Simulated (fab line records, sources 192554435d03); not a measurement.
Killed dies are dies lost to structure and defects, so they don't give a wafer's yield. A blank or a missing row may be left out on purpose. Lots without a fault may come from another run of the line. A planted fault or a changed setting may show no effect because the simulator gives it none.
Split-lot experiment | flow n5_finfet | 7 lots, 21 wafers read, on a route of 1938 steps

THE SPLIT
At N5_BEOL_M5_COAT_66 (time 60 s, resist thk 12 nm), the setting spin_rpm was moved away from the recipe's 1500 rpm on 4 of the 21 wafers read, by -10.3% to +8.4%. The other wafers ran this setting at the recipe's value.

FROM THE SPLIT TO THE READING: what the file shows between them, 4 steps
- N5_BEOL_M5_COAT_74: time 60 s, resist thk 5 nm
- N5_BEOL_M5_COAT_22: resist thk 30 nm
- N5_BEOL_M5_DESCUM_33: chemistry O2, time 7 s
- N5_BEOL_M5_ETCH_75: etches underlayer in N2/H2, target depth 6.5 nm, time 5.2 s

THE READING
etch.depth_nm (the simulator's own value, which no gauge read), in nm, at N5_BEOL_M5_ETCH_67 (etches SiARC in CF4, target depth 15.6 nm, time 26 s). The file gives no usual value for it. The 17 wafers here that ran the recipe average 12.02 nm, standard deviation 0.03 nm.

wafer  | tool, chamber at the split | spin_rpm as run, rpm | against the recipe | etch.depth_nm, nm | against lot-mates on the recipe
L074.1 | litho_track-05, 0          | 1500                 | recipe             | 11.98             | -
L074.2 | litho_track-05, 0          | 1626                 | +8.4%              | 11.52             | -0.48
L074.6 | litho_track-05, 0          | 1500                 | recipe             | 12.01             | -
L078.2 | litho_track-05, 0          | 1345                 | -10.3%             | 12.7              | +0.67
L078.3 | litho_track-05, 0          | 1500                 | recipe             | 12                | -
L078.4 | litho_track-05, 0          | 1500                 | recipe             | 12.05             | -
L080.1 | litho_track-05, 0          | 1500                 | recipe             | 12.01             | -
L080.3 | litho_track-05, 0          | 1500                 | recipe             | 12.01             | -
L080.4 | litho_track-05, 0          | 1500                 | recipe             | 12                | -
L081.2 | litho_track-05, 0          | 1500                 | recipe             | 12.03             | -
L081.4 | litho_track-05, 0          | 1500                 | recipe             | 12                | -
L081.5 | litho_track-05, 0          | 1500                 | recipe             | 12                | -
L089.1 | litho_track-01, 0          | 1626                 | +8.4%              | 11.58             | -0.46
L089.2 | litho_track-01, 0          | 1500                 | recipe             | 12.05             | -
L089.3 | litho_track-01, 0          | 1500                 | recipe             | 12.03             | -
L091.2 | litho_track-01, 0          | 1500                 | recipe             | 12.07             | -
L091.4 | litho_track-01, 0          | 1500                 | recipe             | 12.06             | -
L091.5 | litho_track-01, 0          | 1500                 | recipe             | 12.06             | -
L093.1 | litho_track-01, 0          | 1500                 | recipe             | 11.97             | -
L093.2 | litho_track-01, 0          | 1500                 | recipe             | 11.98             | -
L093.4 | litho_track-01, 0          | 1408                 | -6.1%              | 12.37             | +0.39

THE FIT
A straight line over all 21 wafers: etch.depth_nm changes by -0.0598 nm for each +1% of spin_rpm; r = -0.99; the points scatter about the line by 0.035 nm.
The same after taking each lot's own level away (the mean of its wafers on the recipe; 21 wafers): -0.0604 nm for each +1%; r = -1.00; scatter 0.021 nm.
On that fit, the largest move of spin_rpm shifts the reading by 0.62 nm.
The lots' own levels span 11.975 to 12.063 nm, that is 2.9 times the standard deviation above.
So the lot-to-lot level changes the slope little: the two slopes agree.
Check: with one of the wafers moved furthest among these (-10.3%) left out of the fit, the line predicts +0.6 nm for it against its lot-mates. It came out at +0.675 nm against them.

THE WHOLE CHAIN: every reading that the file lists as answering this split, in the file's order
step               | what it does                                         | reading                                                                          | change (the file's fit)                | r (the file's)
N5_BEOL_M5_COAT_66 | time 60 s, resist thk 12 nm                          | SiARC_of_BEOL_M5_COAT_66.thk_nm (the simulator's own value, which no gauge read) | -0.0611 nm for each +1% of the setting | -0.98
N5_BEOL_M5_ETCH_67 | etches SiARC in CF4, target depth 15.6 nm, time 26 s | etch.depth_nm (the simulator's own value, which no gauge read)                   | -0.0606 nm for each +1% of the setting | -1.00

THE FILE'S OWN FIT
etch.depth_nm changes by -0.0606 nm for each +1% of spin_rpm, r = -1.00.
